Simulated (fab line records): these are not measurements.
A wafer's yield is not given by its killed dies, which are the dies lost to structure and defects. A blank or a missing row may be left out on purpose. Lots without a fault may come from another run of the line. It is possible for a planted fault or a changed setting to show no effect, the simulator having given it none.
Chamber matching | flow n5_finfet | thermal_cvd_si-01 running N5_HKMG_FIN_CVD_62: 3 sister chambers
The step deposits a-Si from Si2H6, target thk 3 nm, time 20.8 s. 3 wafers are shown with their chamber, then 9 later ones without.

## WAFERS WITH THEIR CHAMBER
wafer  | chamber | heater_power_w (W)
L327.2 | 1       | 1267
L327.4 | 0       | 1341
L327.6 | 2       | 1551

## WAFERS WITHOUT THEIR CHAMBER
wafer  | heater_power_w (W)
L329.2 | 1223
L329.3 | 1541
L329.5 | 1346
L333.2 | 1240
L333.4 | 1531
L333.5 | 1347
L335.3 | 1520
L335.5 | 1537
L335.6 | 1311

## WHICH CHAMBER EACH WENT THROUGH
wafer  | from the rows above     | in truth
L329.2 | 1                       | 1
L329.3 | 2                       | 2
L329.5 | 0                       | 0
L333.2 | 1                       | 1
L333.4 | 2                       | 2
L333.5 | 0                       | 0
L335.3 | 2                       | 2
L335.5 | 2                       | 2
L335.6 | can't be placed: 0 or 1 | 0
Correct placement for 8 of the 9. From these rows, 1 cannot be placed; in 1 the true chamber is one of the candidates. Placed wrongly: 0.
How it was worked out, from the rows above alone: a wafer's distance from a chamber is the root of the sum, over the readings, of the square of ((its reading less the chamber's mean) divided by the reading's scatter). The wafer belongs to the nearest chamber; if the next one is less than 2 further off, it can't be placed. For every chamber, the mean is computed from those of its wafers that are shown. The scatter: root of mean squared gap, hidden wafer to nearest shown wafer, with one shown wafer a chamber.
